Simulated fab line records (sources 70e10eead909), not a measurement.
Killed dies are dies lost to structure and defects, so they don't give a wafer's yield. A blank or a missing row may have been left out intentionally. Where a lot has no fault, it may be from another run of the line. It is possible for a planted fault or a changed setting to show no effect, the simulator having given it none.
fab line records -- flow nand-harc
record: lots: 5, wafers: 15, last-day: 32
route steps=1302 shown A_STAIRCASE@726 END@1302
lots with no fault: from the same line, run without faults
start-h: hours from the record's opening day to when the first of the lot's shown wafers began -- wait-h: hours elapsed since this lot's preceding step -- " same as the row above -- L1.1+2: several wafers, shown together as one row -- - no value present, or no start provided -- * or withheld: withheld -- < > ~ a bound
route shown NAME@n: names a module that has steps shown in the file, with the first one's number in the route -- usual: mean/standard deviation of fault-free wafers -- same: alike in all rows -- chamber/n: place in a boat -- sites: readings site by site -- _std_site: standard deviation across them -- _edge_site: mean of outer sites minus mean of inner sites -- radius-mm: how far each site lies from the wafer's centre -- mask NAME#n: copy n -- behind: tool/chamber where the wafer was last shaped -- hold: what put the lot on hold/how long, in hours/how the hold closed -- device: which transistor (n, p or np) failed to switch -- end of line: the same wafers' tests at the end of the route -- a step given without rows: its recipe and nothing more -- killed: not the wafer's yield, but the dies lost to structure and defects at the first sort -- map: dies across one wafer; x = killed, . = not, _ = none there
set.NAME: the setting that was run; set.NAME@STEP: the one run at that earlier step -- model.NAME: the simulator's own value behind a step, which no gauge read
certain route steps with their lots: each step a table, each wafer a row
services: when a tool's chamber went out of use (start-h, in hours from the record's first day, below 0 if earlier), for how many hours, and the reason
== steps ==
step: NHARC_A_STAIRCASE_SOFTBAKE_212
recipe: temp-c: 135, time-s: 170
step: NHARC_A_STAIRCASE_EBR_213
step: NHARC_A_STAIRCASE_EXPOSE_214
recipe: na: 0.5, dose-mj: 31.26, mask-id: STAIR_3
step: NHARC_A_STAIRCASE_PEB_215
recipe: peb-temp-c: 115, peb-time-s: 130
step: NHARC_A_STAIRCASE_DEVELOP_216
recipe: time-s: 140
step: NHARC_A_STAIRCASE_HARDBAKE_218
recipe: temp-c: 120, time-s: 140
step: NHARC_A_STAIRCASE_DESCUM_219
recipe: time-s: 3, o2-flow-sccm: 200, ar-flow-sccm: 0, bias-power-w: 0, chemistry: O2
step: NHARC_A_STAIRCASE_TRIM_220
recipe: time-s: 211.2, o2-flow-sccm: 500, ar-flow-sccm: 0, bias-w: 0, chemistry: O2
step: NHARC_A_STAIRCASE_ETCH_221
recipe: target-depth-a: 1000, time-s: 40.5, ion-energy-ev: 400, c4f8-flow-sccm: 20, o2-flow-sccm: 10, ar-flow-sccm: withheld, rf-w: 600, bias-w: 1000, chemistry: C4F8/O2
step: NHARC_A_STAIRCASE_TRIM_222
recipe: time-s: 211.2, o2-flow-sccm: 500, ar-flow-sccm: 0, bias-w: 0, chemistry: O2
step: NHARC_A_STAIRCASE_ETCH_223
recipe: target-depth-a: 1000, time-s: 40.5, ion-energy-ev: 400, c4f8-flow-sccm: 20, o2-flow-sccm: 10, ar-flow-sccm: withheld, rf-w: 600, bias-w: 1000, chemistry: C4F8/O2
step: NHARC_A_STAIRCASE_TRIM_224
recipe: time-s: 211.2, o2-flow-sccm: 500, ar-flow-sccm: 0, bias-w: 0, chemistry: O2
usual: drypump-motor-current-A: 5.7/0.54, oes-product-au: 0.997/0.0074, rf-vpp-V: 58.0/0.87, showerhead-plenum-p-Torr: 3.55/0.17, throttle-valve-pct: 17.037/0.009
lot.wafer,tool,chamber,start-h,wait-h,drypump-motor-current-A,oes-product-au,rf-hours-counter-h,rf-vpp-V,showerhead-plenum-p-Torr,throttle-valve-pct
L617.1,rie-diel-01,0,403.81,-,4.9,0.991,5,60.3,3.80,17.024
L617.6,rie-diel-01,1,403.81,-,6.3,1.001,-,57.9,3.67,17.050
L617.5,rie-diel-01,2,403.81,-,6.4,0.995,-,57.3,3.80,17.043
L618.2,rie-diel-05,1,406.66,-,5.4,0.994,55,58.2,3.65,17.047
L618.1,rie-diel-05,2,406.66,-,4.7,0.993,58,59.0,3.51,17.040
L618.5,rie-diel-05,1,406.66,-,5.3,0.985,-,59.1,3.65,17.030
L620.2,rie-diel-09,1,412.37,-,5.5,1.002,34,57.9,3.55,17.010
L620.4,rie-diel-09,2,412.37,-,5.8,1.003,13,58.5,3.35,17.041
L620.3,rie-diel-09,3,412.37,-,5.6,0.987,31,57.8,3.52,17.034
L628.1,rie-diel-01,0,506.24,-,4.8,0.995,37,58.1,3.79,17.037
L628.4,rie-diel-01,3,506.24,-,6.0,1.007,45,56.3,3.28,17.053
L628.5,rie-diel-01,0,506.24,-,4.8,1.006,-,58.7,3.79,17.035
L633.2,rie-diel-05,0,547.48,-,5.8,0.979,39,57.3,3.30,17.040
L633.3,rie-diel-05,2,547.48,-,4.7,0.996,38,59.3,3.49,17.035
L633.6,rie-diel-05,1,547.48,-,5.3,0.995,-,58.0,3.62,17.022
step: NHARC_A_STAIRCASE_ETCH_225
recipe: target-depth-a: 1000, time-s: 40.5, ion-energy-ev: 400, c4f8-flow-sccm: 20, o2-flow-sccm: 10, ar-flow-sccm: withheld, rf-w: 600, bias-w: 1000, chemistry: C4F8/O2
usual: oes-product-au: 0.943/0.0093, rf-vpp-V: 896/6.1
lot.wafer,tool,chamber,start-h,wait-h,oes-product-au,rf-hours-counter-h,rf-vpp-V
L617.1,rie-diel-01,1,-,-,0.961,7,899
L617.5,rie-diel-01,1,-,-,0.942,-,901
L617.6,rie-diel-01,2,-,-,0.943,-,906
L618.1,rie-diel-05,2,-,-,0.940,58,895
L618.2,rie-diel-05,3,-,-,0.954,52,902
L618.5,rie-diel-05,1,-,-,0.937,-,900
L620.3,rie-diel-09,3,-,-,0.954,31,895
L620.2,rie-diel-09,1,-,-,0.936,34,897
L620.4,rie-diel-09,2,-,-,0.951,13,890
L628.4,rie-diel-01,1,-,-,0.947,32,900
L628.1,rie-diel-01,2,-,-,0.949,52,904
L628.5,rie-diel-01,0,-,-,0.940,-,905
L633.2,rie-diel-05,3,-,-,0.937,36,903
L633.3,rie-diel-05,0,-,-,0.926,39,888
L633.6,rie-diel-05,1,-,-,0.932,-,900
step: NHARC_A_STAIRCASE_TRIM_226
recipe: time-s: 211.2, o2-flow-sccm: 500, ar-flow-sccm: 0, bias-w: 0, chemistry: O2
usual: drypump-motor-current-A: 5.7/0.55, oes-product-au: 0.998/0.0081, rf-vpp-V: 57.8/0.89, showerhead-plenum-p-Torr: 3.55/0.17, throttle-valve-pct: 17.035/0.0094
lot.wafer,tool,chamber,start-h,wait-h,drypump-motor-current-A,oes-product-au,rf-hours-counter-h,rf-vpp-V,showerhead-plenum-p-Torr,throttle-valve-pct
L617.1,rie-diel-01,2,-,-,6.4,0.997,7,59.1,3.80,17.036
L617.6,rie-diel-01,3,-,-,6.0,0.983,-,57.0,3.30,17.022
L617.5,rie-diel-01,0,-,-,4.8,0.990,-,56.8,3.81,17.022
L618.1,rie-diel-05,0,-,-,5.9,0.996,57,58.4,3.32,17.036
L618.2,rie-diel-05,1,-,-,5.3,1.004,55,57.3,3.65,17.028
L618.5,rie-diel-05,3,-,-,6.4,1.001,-,58.1,3.71,17.039
L620.4,rie-diel-09,0,-,-,6.1,0.998,29,57.2,3.57,17.045
L620.3,rie-diel-09,1,-,-,5.5,1.009,34,56.8,3.55,17.057
L620.2,rie-diel-09,2,-,-,5.8,1.011,13,58.5,3.35,17.019
L628.4,rie-diel-01,0,-,-,4.8,1.010,38,58.3,3.79,17.037
L628.1,rie-diel-01,1,-,-,6.3,0.990,32,59.5,3.66,17.025
L628.5,rie-diel-01,3,-,-,6.1,1.008,-,57.1,3.28,17.029
L633.2,rie-diel-05,3,-,-,6.3,0.997,36,59.2,3.68,17.034
L633.3,rie-diel-05,0,-,-,5.9,0.990,39,56.5,3.30,17.047
L633.6,rie-diel-05,3,-,-,6.3,0.999,-,58.3,3.68,17.032
step: NHARC_A_STAIRCASE_ETCH_227
recipe: target-depth-a: 1000, time-s: 40.5, ion-energy-ev: 400, c4f8-flow-sccm: 20, o2-flow-sccm: 10, ar-flow-sccm: withheld, rf-w: 600, bias-w: 1000, chemistry: C4F8/O2
step: NHARC_A_STAIRCASE_TRIM_229
recipe: time-s: 211.2, o2-flow-sccm: 500, ar-flow-sccm: 0, bias-w: 0, chemistry: O2
step: NHARC_A_STAIRCASE_ETCH_230
recipe: target-depth-a: 1000, time-s: 40.5, ion-energy-ev: 400, c4f8-flow-sccm: 20, o2-flow-sccm: 10, ar-flow-sccm: withheld, rf-w: 600, bias-w: 1000, chemistry: C4F8/O2
step: NHARC_A_STAIRCASE_TRIM_231
recipe: time-s: 211.2, o2-flow-sccm: 500, ar-flow-sccm: 0, bias-w: 0, chemistry: O2
step: NHARC_A_STAIRCASE_ETCH_232
recipe: target-depth-a: 1000, time-s: 40.5, ion-energy-ev: 400, c4f8-flow-sccm: 20, o2-flow-sccm: 10, ar-flow-sccm: withheld, rf-w: 600, bias-w: 1000, chemistry: C4F8/O2
step: NHARC_A_STAIRCASE_TRIM_233
recipe: time-s: 211.2, o2-flow-sccm: 500, ar-flow-sccm: 0, bias-w: 0, chemistry: O2
step: NHARC_A_STAIRCASE_ETCH_234
recipe: target-depth-a: 1000, time-s: 40.5, ion-energy-ev: 400, c4f8-flow-sccm: 20, o2-flow-sccm: 10, ar-flow-sccm: withheld, rf-w: 600, bias-w: 1000, chemistry: C4F8/O2
step: NHARC_A_STAIRCASE_TRIM_235
recipe: time-s: 211.2, o2-flow-sccm: 500, ar-flow-sccm: 0, bias-w: 0, chemistry: O2
usual: drypump-motor-current-A: 5.7/0.49, oes-product-au: 0.997/0.0075, rf-vpp-V: 57.8/0.88, showerhead-plenum-p-Torr: 3.53/0.15, throttle-valve-pct: 17.035/0.0081
lot.wafer,tool,chamber,start-h,wait-h,drypump-motor-current-A,oes-product-au,rf-hours-counter-h,rf-vpp-V,showerhead-plenum-p-Torr,throttle-valve-pct
L617.1,rie-diel-05,3,-,-,6.3,0.981,52,57.7,3.71,17.033
L617.6,rie-diel-05,0,-,-,5.9,0.995,-,56.3,3.32,17.019
L617.5,rie-diel-05,1,-,-,5.3,0.996,-,58.4,3.65,17.036
L618.1,rie-diel-05,1,-,-,5.3,0.997,55,57.7,3.65,17.036
L618.2,rie-diel-05,3,-,-,6.4,0.994,53,58.6,3.71,17.055
L618.5,rie-diel-05,0,-,-,5.8,1.002,-,58.8,3.32,17.040
L620.3,rie-diel-09,0,-,-,6.1,0.992,29,58.0,3.57,17.024
L620.4,rie-diel-09,2,-,-,5.8,1.004,14,58.0,3.35,17.035
L620.2,rie-diel-09,3,-,-,5.5,0.990,31,56.3,3.52,17.038
L628.1,rie-diel-09,2,-,-,5.8,1.015,0,57.3,3.34,17.029
L628.4,rie-diel-09,2,-,-,5.8,1.010,-,58.3,3.34,17.055
L628.5,rie-diel-09,3,-,-,5.5,0.997,-,57.4,3.51,17.036
L633.3,rie-diel-09,0,-,-,6.1,0.996,15,58.7,3.54,17.033
L633.2,rie-diel-09,1,-,-,5.5,0.997,11,56.9,3.52,17.038
L633.6,rie-diel-09,3,-,-,5.5,1.001,-,56.8,3.50,17.034
step: NHARC_A_STAIRCASE_ETCH_236
recipe: target-depth-a: 1000, time-s: 40.5, ion-energy-ev: 400, c4f8-flow-sccm: 20, o2-flow-sccm: 10, ar-flow-sccm: withheld, rf-w: 600, bias-w: 1000, chemistry: C4F8/O2
step: NHARC_A_STAIRCASE_STRIP_238
recipe: power-w: 1500, temp-c: 250, chemistry: O2
step: NHARC_A_STAIRCASE_STRIP_239
recipe: time-s: 900, temp-c: 130, chemistry: SPM
step: NHARC_A_STAIRCASE_PRECLEAN_240
recipe: time-s: *, temp-c: 50, bath-age-min: 0, chemistry: SC1
step: NHARC_A_STAIRCASE_SRD_241
step: NHARC_A_STAIRCASE_DEHYDRATE_242
recipe: temp-c: 150, time-s: 120
step: NHARC_A_STAIRCASE_HMDS_243
recipe: time-s: 30
step: NHARC_A_STAIRCASE_COAT_244
recipe: spin-rpm: 1200
step: NHARC_A_STAIRCASE_SOFTBAKE_245
recipe: temp-c: 135, time-s: 170
step: NHARC_A_STAIRCASE_EBR_246
step: NHARC_A_STAIRCASE_EXPOSE_247
recipe: na: 0.5, dose-mj: 25.34, mask-id: SDS_1
step: NHARC_A_STAIRCASE_PEB_248
recipe: peb-temp-c: 115, peb-time-s: 130
step: NHARC_A_STAIRCASE_DEVELOP_249
recipe: time-s: 140
step: NHARC_A_STAIRCASE_HARDBAKE_251
recipe: temp-c: 120, time-s: 140
step: NHARC_A_STAIRCASE_DESCUM_252
recipe: time-s: 3, o2-flow-sccm: 200, ar-flow-sccm: 0, bias-power-w: 0, chemistry: O2
usual: drypump-motor-current-A: 5.8/0.51, oes-product-au: 0.999/0.0072, rf-vpp-V: 57.9/0.85, showerhead-plenum-p-Torr: 1.92/0.096, throttle-valve-pct: 11.310/0.0094
lot.wafer,tool,chamber,start-h,wait-h,drypump-motor-current-A,oes-product-au,rf-hours-counter-h,rf-vpp-V,showerhead-plenum-p-Torr,throttle-valve-pct
L617.1,rie-diel-09,3,407.02,-,5.6,0.988,30,57.7,1.91,11.329
L617.5,rie-diel-09,3,407.02,-,5.6,0.998,-,57.8,1.91,11.308
L617.6,rie-diel-09,0,407.02,-,6.1,0.994,-,57.4,1.94,11.314
L618.1,rie-diel-05,0,409.67,-,5.9,0.992,57,56.3,1.79,11.307
L618.2,rie-diel-05,1,409.67,-,5.3,0.997,56,58.3,1.98,11.303
L618.5,rie-diel-05,2,409.67,-,4.7,0.993,-,57.9,1.90,11.302
L620.2,rie-diel-09,3,417.12,-,5.5,0.996,33,57.7,1.91,11.324
L620.3,rie-diel-09,0,417.12,-,6.1,1.000,33,58.3,1.94,11.318
L620.4,rie-diel-09,2,417.12,-,5.8,0.996,16,57.3,1.81,11.311
L628.1,rie-diel-09,2,509.55,-,5.8,0.997,1,57.1,1.80,11.304
L628.5,rie-diel-09,2,509.55,-,5.8,1.008,-,59.1,1.80,11.309
L628.4,rie-diel-09,0,509.55,-,6.1,0.984,-,59.5,1.93,11.308
L633.3,rie-diel-09,2,550.63,-,5.8,1.009,16,57.4,1.80,11.311
L633.2,rie-diel-09,1,550.63,-,5.5,1.008,11,58.6,1.91,11.296
L633.6,rie-diel-09,3,550.63,-,5.5,0.998,-,58.8,1.90,11.297
step: NHARC_A_STAIRCASE_ETCH_253
recipe: target-depth-a: 500, time-s: 20.2, ion-energy-ev: 400, c4f8-flow-sccm: 20, o2-flow-sccm: 10, ar-flow-sccm: withheld, rf-w: 600, bias-w: 1000, chemistry: C4F8/O2
usual: oes-product-au: 0.956/0.022, rf-vpp-V: 896/6.3
lot.wafer,tool,chamber,start-h,wait-h,oes-product-au,rf-hours-counter-h,rf-vpp-V
L617.1,rie-diel-09,3,407.12,0.1,0.958,30,896
L617.6,rie-diel-09,1,407.12,0.1,0.979,-,898
L617.5,rie-diel-09,2,407.12,0.1,0.977,-,890
L618.1,rie-diel-01,2,409.79,0.1,1.011,10,905
L618.2,rie-diel-01,3,409.79,0.1,0.999,8,889
L618.5,rie-diel-01,3,409.79,0.1,0.985,-,889
L620.2,rie-diel-09,0,417.33,0.2,0.927,33,897
L620.3,rie-diel-09,1,417.33,0.2,0.938,39,896
L620.4,rie-diel-09,2,417.33,0.2,0.937,16,889
L628.1,rie-diel-09,2,509.66,0.1,0.955,1,888
L628.5,rie-diel-09,2,509.66,0.1,0.949,-,889
L628.4,rie-diel-09,3,509.66,0.1,0.954,-,894
L633.2,rie-diel-09,1,550.72,0.1,0.960,11,898
L633.3,rie-diel-09,2,550.72,0.1,0.955,16,888
L633.6,rie-diel-09,0,550.72,0.1,0.957,-,897
step: NHARC_END_SORT_01
recipe: temp-c: 25
usual: killed-at-array: 54/20, killed-at-other: 0.9/1.1, killed-at-periphery: 3.8/2.4, killed-dies: 58/20, killed-open: 3.5/1.9, killed-short: 2.5/1.6
same: gross-dies: 677
lot.wafer,tool,chamber,start-h,wait-h,killed-at-array,killed-at-other,killed-at-periphery,killed-dies,killed-open,killed-short
L628.1,prober-01,0,697.96,2.5,163,0,3,166,1,4
L628.4,prober-01,0,700.33,3.4,129,1,4,134,3,2
L628.5,prober-01,0,701.13,3.7,150,1,0,151,2,1
killed by level:class
L628.1 A_STAIRCASE:unspecified=66 A_CHANNEL_HOLE_D1:chamber-film-flake=37 A_SLIT:chamber-film-flake=27 A_CHANNEL_HOLE_D2:chamber-film-flake=16 A_STAIRCASE:chamber-film-flake=4 A_CONTACT:chamber-film-flake=4 A_M0:chamber-film-flake=2 A_CHANNEL_HOLE_D1:geometric-particle:open=1
L628.4 A_STAIRCASE:unspecified=57 A_SLIT:chamber-film-flake=29 A_CHANNEL_HOLE_D1:chamber-film-flake=18 A_CHANNEL_HOLE_D2:chamber-film-flake=11 A_STAIRCASE:chamber-film-flake=4 P_ZERO_WELL:chamber-film-flake=2 A_CONTACT:chamber-film-flake=2 A_WL_FILL:chamber-film-flake=2
L628.5 A_STAIRCASE:unspecified=79 A_CHANNEL_HOLE_D1:chamber-film-flake=26 A_CHANNEL_HOLE_D2:chamber-film-flake=23 A_SLIT:chamber-film-flake=13 A_STAIRCASE:chamber-film-flake=3 A_CONTACT:chamber-film-flake=3 A_CHANNEL_HOLE_D1:geometric-particle:open=1 A_WL_FILL:geometric-particle:open=1
map L628.1 (x killed, . not)
____________.____________
_________......._________
_______........x.._______
______.............______
_____............x.._____
____.................____
____.......x......x..____
___...x...x....x......___
___....x..............___
__........x............__
__..........x..........__
_.........xx.....x......_
_........xxxxxx.xx......_
_.........xxxx..x......._
_.......x.xxxx.........._
_x.....x.x.xxxx........._
.........x.xxx.x.........
..........x.xxxx.........
.........x........x......
...........x.......x.....
...............xxxx......
_.............xxx.xx...._
_............xxxxxxxx..._
_....xxxxx..x.xxxxxx...._
_....xxxxx...xxxxxxx...._
_...xxx..x...xxxxxxx...._
__x.xxxxxxx..xxxxxxxx..__
__..xxxxxx...xxxxxxx...__
___..xxxxxx...xxxxx.x.___
___...xxxx.x..xxxxx...___
____..xxxx.x...x.....____
____..xxx...........x____
_____...........x..._____
______.............______
_______..........._______
_________......._________
____________.____________
map L617.5 (x killed, . not)
____________.____________
_________......._________
_______.........x._______
______.............______
_____..............._____
____................x____
____.................____
___....x..............___
___.....x.............___
__.....................__
__.....................__
_......................._
_......................._
_............x.........._
_........x.............._
_x......................_
....x....................
................x...x..x.
x..............x.....x...
.........................
................x........
_......................._
_......................._
_x...............x......_
_xx.....x....xx....x...._
_......x........x......._
__.....................__
__.....x.x........x....__
___...............x...___
___..x................___
____..........x......____
____.................____
_____......x........_____
______.............______
_______..........._______
_________......._________
____________.____________
== services ==
tool,chamber,start-h,hours,kind
rie-diel-01,-,380.80,9.0,pm
rie-diel-09,-,386.94,0.4,repair
rie-diel-09,0,399.13,5.0,repair
rie-diel-09,1,403.07,-,clean
rie-diel-09,2,403.07,-,clean
rie-diel-09,3,403.07,-,clean
rie-diel-05,-,409.71,9.0,pm
rie-diel-09,0,427.57,-,clean
rie-diel-09,1,427.57,-,clean
rie-diel-09,2,427.57,-,clean
rie-diel-09,3,427.57,-,clean
rie-diel-09,3,448.75,12.9,repair
rie-diel-09,0,452.27,-,clean
rie-diel-09,1,452.27,-,clean
rie-diel-09,2,452.27,-,clean
rie-diel-01,1,476.34,10.3,repair
rie-diel-09,0,477.46,-,clean
rie-diel-09,1,477.46,-,clean
rie-diel-09,2,477.46,-,clean
rie-diel-09,3,477.46,-,clean
rie-diel-09,-,497.19,9.0,pm
rie-diel-09,0,497.19,9.0,vent-cycle
rie-diel-09,1,497.19,15.2,vent-cycle
rie-diel-09,2,497.19,9.0,vent-cycle
== key ==
first-sign: step: NHARC_END_SORT_01, reading: killed-at-array, direction: up, sigmas: 4.8, usual: 54, struck: 147
effect: step: NHARC_END_SORT_01, reading: killed-dies, direction: up, sigmas: 4.6, usual: 58, struck: 150
more-kills-born-at: NHARC_A_STAIRCASE_TRIM_224@rie-diel-01: 202
met-at NHARC_A_STAIRCASE_TRIM_224
struck-wafers L628.1,L628.4,L628.5
tester-left-out L628
onset-between 403.81 506.24
also-fits NHARC_A_STAIRCASE_ETCH_225:rie-diel-01,NHARC_A_STAIRCASE_TRIM_226:rie-diel-01
fault: kind: chamber-particle-source, tool: rie-diel-01, chamber: -, onset-h: 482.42, steps: NHARC_A_STAIRCASE_TRIM_224, rate-per-visit-cm2: 0.49394, end-h: 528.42
tester-left-out: of these lots the tester's yield and bins aren't shown, on N5 and GAA mostly nor the transistor test; their killed dies are dies lost to structure and defects alone, not to doping, threshold or leakage, so they don't give the yield
